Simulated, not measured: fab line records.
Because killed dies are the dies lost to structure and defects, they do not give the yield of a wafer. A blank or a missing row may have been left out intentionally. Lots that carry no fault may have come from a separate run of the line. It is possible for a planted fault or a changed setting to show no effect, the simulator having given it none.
Chamber matching || flow n5_finfet || rie_diel-06 running N5_SD_EPI_N_DESCUM_14: 4 sister chambers
The step chemistry O2, time 7.9 s. 4 wafers are shown with their chamber, then 8 later ones without.

## WAFERS PAIRED WITH THEIR CHAMBERS
{"wafer": "L084.5", "chamber": 2, "showerhead_plenum_p_Torr (Torr)": 2.01}
{"wafer": "L087.5", "chamber": 3, "showerhead_plenum_p_Torr (Torr)": 2.11}
{"wafer": "L087.6", "chamber": 0, "showerhead_plenum_p_Torr (Torr)": 2.01}
{"wafer": "L090.1", "chamber": 1, "showerhead_plenum_p_Torr (Torr)": 2.20}

## WAFERS WHOSE CHAMBER IS MISSING
{"wafer": "L090.3", "showerhead_plenum_p_Torr (Torr)": 2.01}
{"wafer": "L090.6", "showerhead_plenum_p_Torr (Torr)": 2.20}
{"wafer": "L094.2", "showerhead_plenum_p_Torr (Torr)": 2.11}
{"wafer": "L094.3", "showerhead_plenum_p_Torr (Torr)": 2.01}
{"wafer": "L094.4", "showerhead_plenum_p_Torr (Torr)": 2.19}
{"wafer": "L096.2", "showerhead_plenum_p_Torr (Torr)": 2.01}
{"wafer": "L096.3", "showerhead_plenum_p_Torr (Torr)": 2.01}
{"wafer": "L096.6", "showerhead_plenum_p_Torr (Torr)": 2.01}

## THE CHAMBER EACH PASSED THROUGH
{"wafer": "L090.3", "from the rows above": "can't be placed: 0 or 2", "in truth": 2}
{"wafer": "L090.6", "from the rows above": 1, "in truth": 1}
{"wafer": "L094.2", "from the rows above": 3, "in truth": 3}
{"wafer": "L094.3", "from the rows above": "can't be placed: 0 or 2", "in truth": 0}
{"wafer": "L094.4", "from the rows above": 1, "in truth": 1}
{"wafer": "L096.2", "from the rows above": "can't be placed: 0 or 2", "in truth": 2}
{"wafer": "L096.3", "from the rows above": "can't be placed: 0 or 2", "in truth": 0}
{"wafer": "L096.6", "from the rows above": "can't be placed: 0 or 2", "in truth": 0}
3 of 8 placed correctly. Cannot be placed on the basis of these rows: 5; the candidates contain the true chamber in 5. Placed wrongly: 0.
How it was worked out, from the rows above alone: a wafer's distance from a chamber is the root of the sum, over the readings, of the square of ((its reading less the chamber's mean) divided by the reading's scatter). If the next closest chamber is less than 2 further off than the closest, the wafer can't be placed; otherwise it belongs to the closest. A chamber's mean is the mean of its shown wafers. The scatter: with one shown wafer a chamber, the root of the mean of the squares of how far each hidden wafer lies from its nearest shown one.
